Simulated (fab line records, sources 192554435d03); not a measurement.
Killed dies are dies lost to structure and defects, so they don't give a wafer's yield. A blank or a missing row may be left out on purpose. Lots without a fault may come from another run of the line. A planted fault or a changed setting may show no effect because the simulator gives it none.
Problem report in the 8D (eight disciplines) form, filled by code | flow n5_finfet | the parts of the form that need people (team, actions taken, sign-off) are left out
Where a reading is given only as a bound, like >300, the bound stands for it, and a mean or a difference that rests on one is marked > or <: the true number lies beyond.

1. THE PROBLEM
raw_defect_count at N5_MIM_TOP_LITHO_INSPECT_12 reads a mean of >300 on 6 wafers of 2 lots; wafers without a fault read 2.3 with a standard deviation of 1.6. That is +99 or more standard deviations from the usual mean.
The step: inspects for defects (macro).
First seen on wafer L513.1, day 15 20:07, on defect_inspect-01. The record holds 12 wafers of 4 lots with a number at this step. Rule for "out", or "out of limits": more than 4 standard deviations from the usual mean. The other wafers with a number count as sound.

2. WHAT IT IS AND WHAT IT IS NOT
question                    | is                                   | is not
which readings at this step | raw_defect_count                     | -
which lots                  | L513, L517                           | L502, L515
which wafers of those lots  | all that have a number               | -
read on which gauges        | defect_inspect-01, defect_inspect-02 | -
when                        | from day 15 20:07                    | up to then (6 sound wafers)

3. SUSPECTS, AND WHAT RULES EACH OUT
Counting: a tool at a process step up to the reading stays a suspect if it ran every lot that is out and no sound lot after the first of them.
- the gauge at N5_MIM_TOP_LITHO_INSPECT_12: ruled out. The wafers that are out were read on 2 gauges (defect_inspect-01, defect_inspect-02).
- pvd_sputter-02 at N5_MIM_BOT_SPUTTER_00 (material TiN, target thk 35 nm, time 89.7 s): kept. It ran every lot that is out, first L513 (day 15 18:40), and no sound lot after that; its last sound lot up to then is L515 (day 15 15:51).
Left after counting: pvd_sputter-02 at N5_MIM_BOT_SPUTTER_00.

4. THE CAUSE (what the simulator had put in)
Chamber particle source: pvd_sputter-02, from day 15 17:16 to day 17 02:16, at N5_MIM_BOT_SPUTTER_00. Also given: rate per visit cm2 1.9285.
Counting left only this tool.

5. THE CHAIN OF EFFECTS, in route order
Each row: a reading whose mean over the struck wafers that have a number lies more than 3 standard deviations from the usual. Only readings for which the record gives a usual standard deviation are gone through. hours: the time from each lot's start at the first step in this table that gives one to its start at this step, as a median over the lots. sigmas: the change in usual standard deviations.
hours | step                        | reading              | usual  | on struck wafers | change | sigmas
0     | N5_MIM_TOP_LITHO_INSPECT_12 | raw_defect_count     | 2.3    | >300             | >+298  | +99 or more
11    | N5_PASSIVATION_PROBE_49     | defect_limited_yield | 91.3 % | 82.2             | -9.1   | -6.1
11    | N5_PASSIVATION_PROBE_49     | killed_at_other      | 5      | 118              | +113   | +31
11    | N5_PASSIVATION_PROBE_49     | killed_dies          | 103    | 210              | +107   | +6.0
11    | N5_PASSIVATION_PROBE_49     | killed_on_rim        | 14     | 27               | +13    | +3.1
11    | N5_PASSIVATION_PROBE_49     | sort_bin_5_function  | 5.1 %  | 10.4             | +5.3   | +5.5
11    | N5_PASSIVATION_PROBE_49     | sort_n_pass          | 1077   | 970              | -107   | -6.0
11    | N5_PASSIVATION_PROBE_49     | sort_yield_pct       | 91.3 % | 82.2             | -9.1   | -6.1
The process steps in it:
- N5_PASSIVATION_PROBE_49

6. WHAT WOULD HAVE CAUGHT IT SOONER
In this record the first reading out of limits at a measuring or inspecting step was taken at day 15 20:07, 3 hours after the fault began at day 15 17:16.
Of the tool readings at N5_MIM_BOT_SPUTTER_00 for which the record gives a usual standard deviation, none was out on any struck wafer, so an alarm limit of 4 standard deviations on them would not have fired.
Of the lots that are out (2), L517 began N5_MIM_BOT_SPUTTER_00 on pvd_sputter-02 after day 15 20:07. A hold on the tool at that time would have spared it.
